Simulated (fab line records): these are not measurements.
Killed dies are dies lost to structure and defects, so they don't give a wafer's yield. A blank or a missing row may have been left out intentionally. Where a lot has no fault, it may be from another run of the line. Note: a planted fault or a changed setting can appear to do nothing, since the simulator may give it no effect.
Comparing a struck lot with a sound one || flow n5 finfet || 17 steps out of a route of 1938
Sound: wafers L150.4, L150.5, L150.6. Wafers struck: L156.1, L156.6. Last of all comes the cause.
Per side, at each step with rows, come the tool, then ch with its chambers, and then its first start. Under that, the readings that differ: sound wafers || struck wafers || difference of the means || sigmas: that difference in standard deviations of wafers without a fault.
alike: a reading whose means differ by less than 2 such deviations, as well as words and numbers matching on both sides. not compared: withheld readings; readings where some wafer has no value; bounds like >300 that might hide an equal value; numbers whose values overlap and for which the record gives no deviation.
The two part at a step that has a row with sigmas, a row that says differs or no value, or rows on one side only. Numbers that don't overlap but have no deviation are shown without sigmas and don't part them. Lack of a reading on every wafer of one side parts them only where that side has two or more wafers.

first, 7 steps without rows for these wafers: N5_BEOL_M9_COAT_60 (time 60 s, resist thk 30 nm); N5_BEOL_M9_COAT_05 (resist thk 90 nm); N5_BEOL_M9_EBR_07; N5_BEOL_M9_SOFTBAKE_06 (time 60 s); N5_BEOL_M9_EXPOSE_08 (exposes mask M9); N5_BEOL_M9_PEB_09 (peb time 60 s); N5_BEOL_M9_DEVELOP_10 (develop time 30 s).
N5_BEOL_M9_CD_MEAS_11: target cd 64.1 nm.
  sound on cd sem-02 ch 0, day 11 11:07; struck on cd sem-03 ch 0, day 13 08:28
  alike: cd nm
N5_BEOL_M9_OVL_MEAS_12:
  sound on overlay-02 ch 0, day 11 11:09; struck on overlay-01 ch 0, day 13 08:30
  alike: M9_OVL
N5_BEOL_M9_INSPECT_13: inspects for defects (brightfield).
  sound on defect inspect-02 at day 11 11:10; struck on defect inspect-01 at day 13 08:32
  alike: raw defect count
N5_BEOL_M9_DESCUM_16: chemistry O2, time 7.9 s.
  sound on rie diel-05 ch 0,1, day 11 11:37; struck on rie diel-05 ch 0,3, day 13 08:43
  alike: drypump motor current A, o2 flow sccm, oes product au, rf vpp V, showerhead plenum p Torr, throttle valve pct
  not compared: rf hours counter h
N5_BEOL_M9_ETCH_61: etches SiARC in CF4, target depth 39 nm, time 65 s.
  sound on rie diel-05 ch 0,1, day 11 11:40; struck on rie diel-05 ch 0,3, day 13 08:44
  alike: drypump motor current A, etch rf on time s, oes product au, rf vpp V, showerhead plenum p Torr, throttle valve pct
  not compared: rf hours counter h
N5_BEOL_M9_ETCH_62: etches SOC in N2/H2, target depth 110 nm, overetch 22 nm, time 165 s.
  sound on rie diel-05 ch 0,1, day 11 11:43; struck on rie diel-05 ch 0,3, day 13 08:47
{"reading": "model.SiARC_of_BEOL_M9_COAT_60.thk nm (nm)", "sound": "23.6 23.6 23.6", "struck": "22.4 22.6", "difference": -1.1, "sigmas": ""}
  alike: drypump motor current A, oes product au, rf vpp V, showerhead plenum p Torr, throttle valve pct
  not compared: rf hours counter h
then, 1 step without rows for these wafers: N5_BEOL_M9_STRIP_68 (strips in N2/H2).
N5_BEOL_M9_STRIP_67: strips in CF4.
  sound on rie diel-05 ch 0,1, day 11 11:51; struck on rie diel-05 ch 0,3, day 13 08:56
  alike: drypump motor current A, oes product au, rf vpp V, showerhead plenum p Torr, throttle valve pct
  not compared: rf hours counter h
N5_BEOL_M9_HM_OPEN_17: chemistry Cl2/BCl3, target TiN, target depth 20 nm, overetch 6 nm.
  sound on rie metal-03 ch 0,1, day 11 11:55; struck on rie metal-03 ch 0, day 13 08:59
{"reading": "model.etch.depth nm (nm)", "sound": "19.86 20.1 19.97", "struck": "17.22 17.09", "difference": -2.82, "sigmas": ""}
  alike: drypump motor current A, oes product au, throttle valve pct
  not compared: rf hours counter h
N5_BEOL_M9_STRIP_19: strips in O2.
  sound on rie diel-05 ch 0,1,3, day 11 12:01; struck on rie diel-04 ch 2,3, day 13 09:09
  alike: drypump motor current A, o2 flow sccm, oes product au, rf vpp V, showerhead plenum p Torr, throttle valve pct
  not compared: rf hours counter h

## WHERE THEY PART
Nowhere in this record.

WHY: whatever the simulator had introduced
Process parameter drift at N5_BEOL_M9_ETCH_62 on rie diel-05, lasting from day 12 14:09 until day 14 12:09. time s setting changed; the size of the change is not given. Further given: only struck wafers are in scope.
